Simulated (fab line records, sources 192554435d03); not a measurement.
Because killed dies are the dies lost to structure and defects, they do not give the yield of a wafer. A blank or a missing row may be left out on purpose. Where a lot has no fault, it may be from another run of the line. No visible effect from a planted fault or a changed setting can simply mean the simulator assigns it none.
Chamber matching	flow n5 finfet	pecvd-03 running N5_BEOL_M0_SAQP_PECVD_04: 3 sister chambers
The step deposits a-Si from SiH4/He, target thk 60 nm, time 60.2 s. 3 wafers are shown with their chamber, then 10 later ones without.

== WAFERS PAIRED WITH THEIR CHAMBERS ==
wafer	chamber	throttle valve pct (%)
L083.4	2	17.6
L083.5	1	19.6
L091.4	0	19.8

== WAFERS MISSING THEIR CHAMBER ==
wafer	throttle valve pct (%)
L091.5	19.8
L093.3	19.8
L093.5	19.9
L093.6	19.7
L096.1	19.9
L096.2	20.0
L096.4	19.6
L097.2	15.7
L097.4	15.6
L097.5	20.2

== EACH ONE'S CHAMBER ==
wafer	from the rows above	in truth
L091.5	can't be placed: 0 or 1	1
L093.3	can't be placed: 0 or 1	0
L093.5	can't be placed: 0 or 1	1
L093.6	can't be placed: 1 or 0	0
L096.1	can't be placed: 0 or 1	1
L096.2	can't be placed: 0 or 1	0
L096.4	can't be placed: 1 or 0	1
L097.2	2	2
L097.4	2	2
L097.5	can't be placed: 0 or 1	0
Correct placement for 2 of the 10. From these rows, 8 cannot be placed; in 8 the true chamber is one of the candidates. 0 placed wrongly.
How it was worked out, from the rows above alone: a wafer's distance from a chamber is the root of the sum, over the readings, of the square of ((its reading less the chamber's mean) divided by the reading's scatter). The wafer belongs to the nearest chamber; if the next one is less than 2 further off, it can't be placed. Each chamber's mean is taken over the wafers shown for it. The scatter: with one shown wafer a chamber, the root of the mean of the squares of how far each hidden wafer lies from its nearest shown one.
